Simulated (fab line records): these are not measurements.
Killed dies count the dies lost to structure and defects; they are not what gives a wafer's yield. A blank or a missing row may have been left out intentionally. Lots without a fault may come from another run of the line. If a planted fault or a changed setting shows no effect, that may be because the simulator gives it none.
A struck lot beside a sound one / flow nandHarc / 14 steps out of a route of 1302
Sound: wafers L353.4, L353.5, L353.6. Wafers L369.1, L369.2, L369.3 were the ones struck. At the end, the cause is stated.
Each step with rows lists, per side, the tool, then ch with its chambers, then its first start. Under that, the readings that differ: sound wafers / struck wafers / difference of the means / sigmas: that difference in standard deviations of wafers without a fault.
alike: words and numbers the same on both sides, and readings whose means are apart by under 2 such deviations; not compared: readings that were withheld, readings missing a value for some wafer, numbers with overlapping values and no deviation given by the record, and bounds like >300 which may hide the same value.
Wherever a step has rows on one side only, a row that says differs or no value, or a row with sigmas, the two part there. Non-overlapping numbers with no deviation appear without sigmas and do not part them. A reading missing from all wafers of one side parts the sides only when that side holds two or more wafers.

NHARC_A_M1_DESCUM_14: chemistry O2, time 3 s.
  sound on rieDiel-02 ch 2,3, day 24 09:46; struck on rieDiel-02 ch 0,1,2, day 31 08:38
  alike: drypumpMotorCurrentA, oesProductAu, rfVppV, showerheadPlenumPTorr, throttleValvePct
  not compared: rfHoursCounterH
NHARC_A_M1_ETCH_35: etches the open film in N2/H2, target depth 40 nm, overetch 12 nm, time 43.94 s.
  sound on rieDiel-02 ch 1,2,3, day 24 09:52; struck on rieDiel-02 ch 0,2,3, day 31 08:42
  alike: drypumpMotorCurrentA, oesProductAu, rfVppV, showerheadPlenumPTorr, throttleValvePct
  not compared: rfHoursCounterH
then, 1 step without rows for these wafers: NHARC_A_M1_ETCH_15 (etches the open film in C4F8/Ar, target depth 182.5 nm, time 91.2 s).
NHARC_A_M1_CD_MEAS_16:
  sound: cdSem-02 at day 24 10:04; struck: cdSem-01 at day 31 08:56
  alike: cdNm
then, 1 step without rows for these wafers: NHARC_A_M1_STRIP_18 (strips in N2/H2).
NHARC_A_M1_ETCH_28: etches the open film in CF4/N2, target depth 30 nm, time 72.99 s.
  sound: rieDiel-12 ch 1,2; struck: rieDiel-04 ch 0,1,3
  alike: drypumpMotorCurrentA, oesProductAu, rfVppV, showerheadPlenumPTorr, throttleValvePct
  not compared: rfHoursCounterH
then, 3 steps without rows for these wafers: NHARC_A_M1_STRIP_19 (strips in post etch residue remover, time 600 s); NHARC_A_M1_DEGAS_29 (time 60 s); NHARC_A_M1_PRE_CLEAN_30 (time 30 s).
NHARC_A_M1_PVD_20: deposits TaN, target thk 5 nm, time 8.06 s.
  sound on pvdSputter-03; struck on pvdSputter-01
  alike: biasV, throttleValvePct
NHARC_A_M1_PVD_21: deposits Cu, target thk 30 nm, time 20.49 s.
  sound on pvdSputter-03; struck on pvdSputter-01
  alike: throttleValvePct
then, 1 step without rows for these wafers: NHARC_A_M1_ECD_22 (material Cu, target thk 400 nm).
NHARC_A_M1_ANNEAL_31: time 90 s.
  sound on rtpAnneal-02 ch 0, day 24 11:40; struck on rtpAnneal-02, day 31 10:25
  no value came back on the struck wafers for annealTempC (C), annealTempCMax, wafer_temp_C_max; on the sound wafers annealTempC (C) reads 224.93 225.05 225.05
then, 1 step without rows for these wafers: NHARC_A_M1_CMP_23 (polishes, t overpolish 20 s, target thk 154.34 nm).

## WHERE THEY PART
At NHARC_A_M1_ANNEAL_31 and nowhere else, as far as this record goes.

WHY: the cause the simulator had injected
Skipped step whole: rtpAnneal-02, from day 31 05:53 on, at NHARC_A_M1_ANNEAL_31. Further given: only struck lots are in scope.
